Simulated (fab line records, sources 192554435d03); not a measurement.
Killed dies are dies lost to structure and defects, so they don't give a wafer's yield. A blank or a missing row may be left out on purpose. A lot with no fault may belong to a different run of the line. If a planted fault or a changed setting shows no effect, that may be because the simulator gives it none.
What tool caused it? :: flow n5-finfet :: Sampling: 24 lots, 72 wafers, 4 of 1938 route steps

## WHAT EACH GAUGE READ, for each wafer
N5_BEOL_M10_OVL_MEAS_29.
lot: L074
measured: day 9 14:37
on: overlay-01
V9_OVL (nm): 0.3 1.6 1.0

lot: L075
measured: day 10 09:05
on: overlay-02
V9_OVL (nm): 0.2 0.1 -0.7

lot: L076
measured: day 10 10:28
on: overlay-01
V9_OVL (nm): -0.8 -1.3 -0.7

lot: L077
measured: day 10 11:25
on: overlay-01
V9_OVL (nm): 0.0 -0.7 -1.2

lot: L078
measured: day 10 12:22
on: overlay-02
V9_OVL (nm): 0.7 0.8 -0.9

lot: L079
measured: day 11 01:35
on: overlay-02
V9_OVL (nm): -1.5 -2.0 -1.5

lot: L080
measured: day 11 10:46
on: overlay-01
V9_OVL (nm): 0.0 0.3 -0.1

lot: L082
measured: day 11 12:40
on: overlay-01
V9_OVL (nm): -0.8 -1.2 0.6

lot: L081
measured: day 11 20:02
on: overlay-02
V9_OVL (nm): 0.1 -0.4 -0.3

lot: L083
measured: day 11 22:13
on: overlay-02
V9_OVL (nm): -0.2 -0.4 0.0

lot: L085
measured: day 12 12:54
on: overlay-02
V9_OVL (nm): -0.2 0.3 -0.1

lot: L084
measured: day 12 15:28
on: overlay-02
V9_OVL (nm): 0.1 0.5 0.6

lot: L087
measured: day 13 04:20
on: overlay-01
V9_OVL (nm): 0.6 0.3 -0.6

lot: L086
measured: day 13 08:13
on: overlay-01
V9_OVL (nm): 0.5 -1.2 -0.3

lot: L089
measured: day 13 10:22
on: overlay-02
V9_OVL (nm): 0.0 0.1 0.0

lot: L090
measured: day 13 11:48
on: overlay-02
V9_OVL (nm): 0.2 0.8 0.6

lot: L088
measured: day 13 16:34
on: overlay-01
V9_OVL (nm): 0.3 -0.3 0.5

lot: L091
measured: day 14 04:52
on: overlay-01
V9_OVL (nm): -0.1 -0.1 -0.4

lot: L092
measured: day 14 11:23
on: overlay-02
V9_OVL (nm): -0.9 0.0 -0.4

lot: L094
measured: day 14 15:29
on: overlay-02
V9_OVL (nm): -0.8 -1.2 -0.3

lot: L093
measured: day 14 18:50
on: overlay-01
V9_OVL (nm): 0.5 -0.8 -0.3

lot: L095
measured: day 14 22:09
on: overlay-02
V9_OVL (nm): 0.5 -1.2 -0.3

lot: L096
measured: day 15 03:40
on: overlay-02
V9_OVL (nm): 1.0 0.1 -0.6

lot: L097
measured: day 16 02:20
on: overlay-02
V9_OVL (nm): 0.3 -0.4 0.8

## WHAT TOOL EACH LOT RAN ON (gives the tool, then ch and the chambers of the sampled wafers, and finally the start)
lot: L074
N5_BEOL_M9_DEGAS_44: pvd-sputter-01, day 9 08:23
N5_BEOL_M10_ILD_DEP_00: pecvd-04 ch 0,1, day 9 11:08
N5_BEOL_M10_STRIP_19: rie-diel-04 ch 1,3, day 9 14:04

lot: L075
N5_BEOL_M9_DEGAS_44: pvd-sputter-01, day 10 03:40
N5_BEOL_M10_ILD_DEP_00: pecvd-04 ch 0,1, day 10 05:19
N5_BEOL_M10_STRIP_19: rie-diel-04 ch 0,1,2, day 10 07:26

lot: L076
N5_BEOL_M9_DEGAS_44: pvd-sputter-02, day 10 04:23
N5_BEOL_M10_ILD_DEP_00: pecvd-02 ch 0,2, day 10 07:20
N5_BEOL_M10_STRIP_19: rie-diel-04 ch 0,1,2, day 10 09:22

lot: L077
N5_BEOL_M9_DEGAS_44: pvd-sputter-03, day 10 06:37
N5_BEOL_M10_ILD_DEP_00: pecvd-01 ch 0,2, day 10 08:25
N5_BEOL_M10_STRIP_19: rie-diel-01 ch 0,2,3, day 10 10:49

lot: L078
N5_BEOL_M9_DEGAS_44: pvd-sputter-03, day 10 07:35
N5_BEOL_M10_ILD_DEP_00: pecvd-04 ch 0,1, day 10 09:26
N5_BEOL_M10_STRIP_19: rie-diel-01 ch 1,3, day 10 11:58

lot: L079
N5_BEOL_M9_DEGAS_44: pvd-sputter-03, day 10 20:34
N5_BEOL_M10_ILD_DEP_00: pecvd-01 ch 0,2, day 10 22:35
N5_BEOL_M10_STRIP_19: rie-diel-01 ch 1,3, day 11 00:34

lot: L080
N5_BEOL_M9_DEGAS_44: pvd-sputter-03, day 11 05:32
N5_BEOL_M10_ILD_DEP_00: pecvd-01 ch 0,1, day 11 07:38
N5_BEOL_M10_STRIP_19: rie-diel-05 ch 0,2,3, day 11 09:48

lot: L082
N5_BEOL_M9_DEGAS_44: pvd-sputter-03, day 11 05:48
N5_BEOL_M10_ILD_DEP_00: pecvd-02 ch 0,1, day 11 08:22
N5_BEOL_M10_STRIP_19: rie-diel-04 ch 1,3, day 11 11:42

lot: L081
N5_BEOL_M9_DEGAS_44: pvd-sputter-03, day 11 14:11
N5_BEOL_M10_ILD_DEP_00: pecvd-02 ch 0,1, day 11 15:59
N5_BEOL_M10_STRIP_19: rie-diel-01 ch 0,1,3, day 11 18:40

lot: L083
N5_BEOL_M9_DEGAS_44: pvd-sputter-03, day 11 14:44
N5_BEOL_M10_ILD_DEP_00: pecvd-01 ch 1,2, day 11 18:00
N5_BEOL_M10_STRIP_19: rie-diel-01 ch 0,3, day 11 21:49

lot: L085
N5_BEOL_M9_DEGAS_44: pvd-sputter-03, day 12 07:46
N5_BEOL_M10_ILD_DEP_00: pecvd-04 ch 1,2, day 12 10:44
N5_BEOL_M10_STRIP_19: rie-diel-05 ch 0,1,2, day 12 12:19

lot: L084
N5_BEOL_M9_DEGAS_44: pvd-sputter-03, day 12 07:56
N5_BEOL_M10_ILD_DEP_00: pecvd-02 ch 1,2, day 12 11:07
N5_BEOL_M10_STRIP_19: rie-diel-01 ch 1,2,3, day 12 14:44

lot: L087
N5_BEOL_M9_DEGAS_44: pvd-sputter-01, day 12 23:26
N5_BEOL_M10_ILD_DEP_00: pecvd-01 ch 0,2, day 13 01:17
N5_BEOL_M10_STRIP_19: rie-diel-05 ch 1,2, day 13 03:23

lot: L086
N5_BEOL_M9_DEGAS_44: pvd-sputter-03, day 13 02:19
N5_BEOL_M10_ILD_DEP_00: pecvd-02 ch 0,1,2, day 13 04:31
N5_BEOL_M10_STRIP_19: rie-diel-01 ch 1,2, day 13 06:59

lot: L089
N5_BEOL_M9_DEGAS_44: pvd-sputter-02, day 13 03:51
N5_BEOL_M10_ILD_DEP_00: pecvd-02 ch 0,1,2, day 13 06:26
N5_BEOL_M10_STRIP_19: rie-diel-04 ch 0,1,2, day 13 09:49

lot: L090
N5_BEOL_M9_DEGAS_44: pvd-sputter-03, day 13 05:43
N5_BEOL_M10_ILD_DEP_00: pecvd-02 ch 0,2, day 13 07:26
N5_BEOL_M10_STRIP_19: rie-diel-04 ch 0,3, day 13 10:03

lot: L088
N5_BEOL_M9_DEGAS_44: pvd-sputter-01, day 13 09:11
N5_BEOL_M10_ILD_DEP_00: pecvd-02 ch 0,1,2, day 13 11:07
N5_BEOL_M10_STRIP_19: rie-diel-05 ch 1,2, day 13 14:00

lot: L091
N5_BEOL_M9_DEGAS_44: pvd-sputter-03, day 13 21:39
N5_BEOL_M10_ILD_DEP_00: pecvd-02 ch 0,1, day 14 00:59
N5_BEOL_M10_STRIP_19: rie-diel-04 ch 1,3, day 14 03:40

lot: L092
N5_BEOL_M9_DEGAS_44: pvd-sputter-03, day 14 03:32
N5_BEOL_M10_ILD_DEP_00: pecvd-01 ch 1,2, day 14 06:26
N5_BEOL_M10_STRIP_19: rie-diel-01 ch 1,2, day 14 10:49

lot: L094
N5_BEOL_M9_DEGAS_44: pvd-sputter-01, day 14 09:55
N5_BEOL_M10_ILD_DEP_00: pecvd-01 ch 1,2, day 14 12:13
N5_BEOL_M10_STRIP_19: rie-diel-05 ch 0,2,3, day 14 14:47

lot: L093
N5_BEOL_M9_DEGAS_44: pvd-sputter-03, day 14 12:58
N5_BEOL_M10_ILD_DEP_00: pecvd-02 ch 0,2, day 14 14:46
N5_BEOL_M10_STRIP_19: rie-diel-01 ch 0,1,3, day 14 17:49

lot: L095
N5_BEOL_M9_DEGAS_44: pvd-sputter-01, day 14 16:27
N5_BEOL_M10_ILD_DEP_00: pecvd-02 ch 1,2, day 14 18:47
N5_BEOL_M10_STRIP_19: rie-diel-01 ch 0,3, day 14 20:42

lot: L096
N5_BEOL_M9_DEGAS_44: pvd-sputter-01, day 14 23:28
N5_BEOL_M10_ILD_DEP_00: pecvd-04 ch 1,2, day 15 01:05
N5_BEOL_M10_STRIP_19: rie-diel-05 ch 0,1,3, day 15 03:14

lot: L097
N5_BEOL_M9_DEGAS_44: pvd-sputter-02, day 15 19:58
N5_BEOL_M10_ILD_DEP_00: pecvd-04 ch 1, day 15 22:06
N5_BEOL_M10_STRIP_19: rie-diel-01 ch 0,2, day 16 01:50
- N5_BEOL_M9_DEGAS_44: time 60 s.
- N5_BEOL_M10_ILD_DEP_00: deposits SiCOH lowk from DEMS/porogen, target thk 308.51 nm, time 58 s.
- N5_BEOL_M10_STRIP_19: strips in O2.

## AS READ BY THE TOOLS THEMSELVES (means over the sampled wafers that have a number; for cases with no such wafer, the mark the record gives instead)
N5_BEOL_M9_DEGAS_44.
lot: L074
tool: pvd-sputter-01
heater-power-w (W): 335

lot: L075
tool: pvd-sputter-01
heater-power-w (W): 373

lot: L076
tool: pvd-sputter-02
heater-power-w (W): 293

lot: L077
tool: pvd-sputter-03
heater-power-w (W): 322

lot: L078
tool: pvd-sputter-03
heater-power-w (W): 323

lot: L079
tool: pvd-sputter-03
heater-power-w (W): 323

lot: L080
tool: pvd-sputter-03
heater-power-w (W): 334

lot: L082
tool: pvd-sputter-03
heater-power-w (W): 331

lot: L081
tool: pvd-sputter-03
heater-power-w (W): 331

lot: L083
tool: pvd-sputter-03
heater-power-w (W): 337

lot: L085
tool: pvd-sputter-03
heater-power-w (W): 308

lot: L084
tool: pvd-sputter-03
heater-power-w (W): 329

lot: L087
tool: pvd-sputter-01
heater-power-w (W): 315

lot: L086
tool: pvd-sputter-03
heater-power-w (W): 338

lot: L089
tool: pvd-sputter-02
heater-power-w (W): 290

lot: L090
tool: pvd-sputter-03
heater-power-w (W): 319

lot: L088
tool: pvd-sputter-01
heater-power-w (W): 366

lot: L091
tool: pvd-sputter-03
heater-power-w (W): 324

lot: L092
tool: pvd-sputter-03
heater-power-w (W): 344

lot: L094
tool: pvd-sputter-01
heater-power-w (W): 345

lot: L093
tool: pvd-sputter-03
heater-power-w (W): 323

lot: L095
tool: pvd-sputter-01
heater-power-w (W): 355

lot: L096
tool: pvd-sputter-01
heater-power-w (W): 370

lot: L097
tool: pvd-sputter-02
heater-power-w (W): 295

N5_BEOL_M10_ILD_DEP_00.
lot: L074
tool: pecvd-04
heater-power-w (W): 415
showerhead-plenum-p-Torr (Torr): 5.747
throttle-valve-pct (%): 14.1

lot: L075
tool: pecvd-04
heater-power-w (W): 358
showerhead-plenum-p-Torr (Torr): 5.759
throttle-valve-pct (%): 14.3

lot: L076
tool: pecvd-02
heater-power-w (W): 315
showerhead-plenum-p-Torr (Torr): 5.757
throttle-valve-pct (%): 13.9

lot: L077
tool: pecvd-01
heater-power-w (W): 312
showerhead-plenum-p-Torr (Torr): 5.720
throttle-valve-pct (%): 13.1

lot: L078
tool: pecvd-04
heater-power-w (W): 374
showerhead-plenum-p-Torr (Torr): 5.758
throttle-valve-pct (%): 14.4

lot: L079
tool: pecvd-01
heater-power-w (W): 356
showerhead-plenum-p-Torr (Torr): 5.713
throttle-valve-pct (%): 13.1

lot: L080
tool: pecvd-01
heater-power-w (W): 301
showerhead-plenum-p-Torr (Torr): 5.743
throttle-valve-pct (%): 13.7

lot: L082
tool: pecvd-02
heater-power-w (W): 301
showerhead-plenum-p-Torr (Torr): 5.744
throttle-valve-pct (%): 15.2

lot: L081
tool: pecvd-02
heater-power-w (W): 286
showerhead-plenum-p-Torr (Torr): 5.750
throttle-valve-pct (%): 14.8

lot: L083
tool: pecvd-01
heater-power-w (W): 298
showerhead-plenum-p-Torr (Torr): 5.718
throttle-valve-pct (%): 13.3

lot: L085
tool: pecvd-04
heater-power-w (W): 385
showerhead-plenum-p-Torr (Torr): 5.737
throttle-valve-pct (%): 14.0

lot: L084
tool: pecvd-02
heater-power-w (W): 309
showerhead-plenum-p-Torr (Torr): 5.743
throttle-valve-pct (%): 14.0

lot: L087
tool: pecvd-01
heater-power-w (W): 326
showerhead-plenum-p-Torr (Torr): 5.738
throttle-valve-pct (%): 13.5

lot: L086
tool: pecvd-02
heater-power-w (W): 306
showerhead-plenum-p-Torr (Torr): 5.746
throttle-valve-pct (%): 14.3

lot: L089
tool: pecvd-02
heater-power-w (W): 284
showerhead-plenum-p-Torr (Torr): 5.739
throttle-valve-pct (%): 14.4

lot: L090
tool: pecvd-02
heater-power-w (W): 302
showerhead-plenum-p-Torr (Torr): 5.743
throttle-valve-pct (%): 14.9

lot: L088
tool: pecvd-02
heater-power-w (W): 289
showerhead-plenum-p-Torr (Torr): 5.753
throttle-valve-pct (%): 14.5

lot: L091
tool: pecvd-02
heater-power-w (W): 299
showerhead-plenum-p-Torr (Torr): 5.741
throttle-valve-pct (%): 15.3

lot: L092
tool: pecvd-01
heater-power-w (W): 305
showerhead-plenum-p-Torr (Torr): 5.718
throttle-valve-pct (%): 13.1

lot: L094
tool: pecvd-01
heater-power-w (W): 282
showerhead-plenum-p-Torr (Torr): 5.726
throttle-valve-pct (%): 13.2

lot: L093
tool: pecvd-02
heater-power-w (W): 288
showerhead-plenum-p-Torr (Torr): 5.753
throttle-valve-pct (%): 14.1

lot: L095
tool: pecvd-02
heater-power-w (W): 304
showerhead-plenum-p-Torr (Torr): 5.750
throttle-valve-pct (%): 13.8

lot: L096
tool: pecvd-04
heater-power-w (W): 390
showerhead-plenum-p-Torr (Torr): 5.732
throttle-valve-pct (%): 13.8

lot: L097
tool: pecvd-04
heater-power-w (W): 435
showerhead-plenum-p-Torr (Torr): 5.755
throttle-valve-pct (%): 13.8

N5_BEOL_M10_STRIP_19.
lot: L074
tool: rie-diel-04
drypump-motor-current-A (A): 5.7
oes-product-au (a.u.): 0.73
rf-vpp-V (V): 3.2
showerhead-plenum-p-Torr (Torr): 2.14
throttle-valve-pct (%): 16.65

lot: L075
tool: rie-diel-04
drypump-motor-current-A (A): 6.0
oes-product-au (a.u.): 0.79
rf-vpp-V (V): 3.9
showerhead-plenum-p-Torr (Torr): 2.07
throttle-valve-pct (%): 16.55

lot: L076
tool: rie-diel-04
drypump-motor-current-A (A): 6.0
oes-product-au (a.u.): 0.78
rf-vpp-V (V): 3.4
showerhead-plenum-p-Torr (Torr): 2.07
throttle-valve-pct (%): 16.55

lot: L077
tool: rie-diel-01
drypump-motor-current-A (A): 5.7
oes-product-au (a.u.): 0.75
rf-vpp-V (V): 3.3
showerhead-plenum-p-Torr (Torr): 2.06
throttle-valve-pct (%): 16.83

lot: L078
tool: rie-diel-01
drypump-motor-current-A (A): 6.1
oes-product-au (a.u.): 0.79
rf-vpp-V (V): 3.2
showerhead-plenum-p-Torr (Torr): 2.08
throttle-valve-pct (%): 16.92

lot: L079
tool: rie-diel-01
drypump-motor-current-A (A): 5.6
oes-product-au (a.u.): 0.75
rf-vpp-V (V): 3.5
showerhead-plenum-p-Torr (Torr): 2.04
throttle-valve-pct (%): 16.86

lot: L080
tool: rie-diel-05
drypump-motor-current-A (A): 5.9
oes-product-au (a.u.): 0.76
rf-vpp-V (V): 3.4
showerhead-plenum-p-Torr (Torr): 2.10
throttle-valve-pct (%): 16.70

lot: L082
tool: rie-diel-04
drypump-motor-current-A (A): 5.7
oes-product-au (a.u.): 0.74
rf-vpp-V (V): 3.4
showerhead-plenum-p-Torr (Torr): 2.11
throttle-valve-pct (%): 16.81

lot: L081
tool: rie-diel-01
drypump-motor-current-A (A): 5.7
oes-product-au (a.u.): 0.79
rf-vpp-V (V): 3.2
showerhead-plenum-p-Torr (Torr): 2.08
throttle-valve-pct (%): 16.93

lot: L083
tool: rie-diel-01
drypump-motor-current-A (A): 5.4
oes-product-au (a.u.): 0.79
rf-vpp-V (V): 3.8
showerhead-plenum-p-Torr (Torr): 2.07
throttle-valve-pct (%): 16.88

lot: L085
tool: rie-diel-05
drypump-motor-current-A (A): 6.2
oes-product-au (a.u.): 0.81
rf-vpp-V (V): 3.4
showerhead-plenum-p-Torr (Torr): 2.08
throttle-valve-pct (%): 16.57

lot: L084
tool: rie-diel-01
drypump-motor-current-A (A): 6.1
oes-product-au (a.u.): 0.73
rf-vpp-V (V): 3.9
showerhead-plenum-p-Torr (Torr): 2.06
throttle-valve-pct (%): 16.88

lot: L087
tool: rie-diel-05
drypump-motor-current-A (A): 6.5
oes-product-au (a.u.): 0.78
rf-vpp-V (V): 3.9
showerhead-plenum-p-Torr (Torr): 2.10
throttle-valve-pct (%): 16.65

lot: L086
tool: rie-diel-01
drypump-motor-current-A (A): 6.6
oes-product-au (a.u.): 0.73
rf-vpp-V (V): 3.2
showerhead-plenum-p-Torr (Torr): 2.09
throttle-valve-pct (%): 16.88

lot: L089
tool: rie-diel-04
drypump-motor-current-A (A): 6.0
oes-product-au (a.u.): 0.85
rf-vpp-V (V): 3.5
showerhead-plenum-p-Torr (Torr): 2.15
throttle-valve-pct (%): 16.45

lot: L090
tool: rie-diel-04
drypump-motor-current-A (A): 6.3
oes-product-au (a.u.): 0.86
rf-vpp-V (V): 3.1
showerhead-plenum-p-Torr (Torr): 2.21
throttle-valve-pct (%): 16.29

lot: L088
tool: rie-diel-05
drypump-motor-current-A (A): 6.4
oes-product-au (a.u.): 0.83
rf-vpp-V (V): 4.2
showerhead-plenum-p-Torr (Torr): 2.12
throttle-valve-pct (%): 16.52

lot: L091
tool: rie-diel-04
drypump-motor-current-A (A): 5.7
oes-product-au (a.u.): 0.70
rf-vpp-V (V): 4.3
showerhead-plenum-p-Torr (Torr): 2.13
throttle-valve-pct (%): 16.71

lot: L092
tool: rie-diel-01
drypump-motor-current-A (A): 6.6
oes-product-au (a.u.): 0.76
rf-vpp-V (V): 3.4
showerhead-plenum-p-Torr (Torr): 2.10
throttle-valve-pct (%): 16.98

lot: L094
tool: rie-diel-05
drypump-motor-current-A (A): 5.9
oes-product-au (a.u.): 0.75
rf-vpp-V (V): 3.4
showerhead-plenum-p-Torr (Torr): 2.09
throttle-valve-pct (%): 16.76

lot: L093
tool: rie-diel-01
drypump-motor-current-A (A): 5.7
oes-product-au (a.u.): 0.86
rf-vpp-V (V): 3.9
showerhead-plenum-p-Torr (Torr): 2.16
throttle-valve-pct (%): 16.81

lot: L095
tool: rie-diel-01
drypump-motor-current-A (A): 5.4
oes-product-au (a.u.): 0.86
rf-vpp-V (V): 4.4
showerhead-plenum-p-Torr (Torr): 2.15
throttle-valve-pct (%): 16.78

lot: L096
tool: rie-diel-05
drypump-motor-current-A (A): 5.8
oes-product-au (a.u.): 0.79
rf-vpp-V (V): 3.4
showerhead-plenum-p-Torr (Torr): 2.11
throttle-valve-pct (%): 16.65

lot: L097
tool: rie-diel-01
drypump-motor-current-A (A): 6.2
oes-product-au (a.u.): 0.91
rf-vpp-V (V): 3.6
showerhead-plenum-p-Torr (Torr): 2.08
throttle-valve-pct (%): 16.57

## THE ANSWER, worked out from the rows above alone
Rule: usual is defined by the lots themselves. The widest of any qualifying gaps counts: lots, ordered by their means at a reading, are off when they make up no more than a third of the lots, leave a main group of 4 or more, and stand apart from it by 3 or more times the standard deviation of that group's means. If all means in a main group match to the digits the tables above print for the reading, that group is not used. Also off: a lot with no number at a reading for which 4 or more lots have one. All remaining lots with rows at the step are treated as sound. First the gauges in route order, then the tools' own readings, where a lot's mean is used as printed above. The first step at which some lot is off is used, and at that step the reading that is off furthest; a lot without a number counts as furthest.
No lot is off on any of the readings shown, so nothing can be concluded from this.

## WHAT WAS PUT IN BY THE SIMULATOR
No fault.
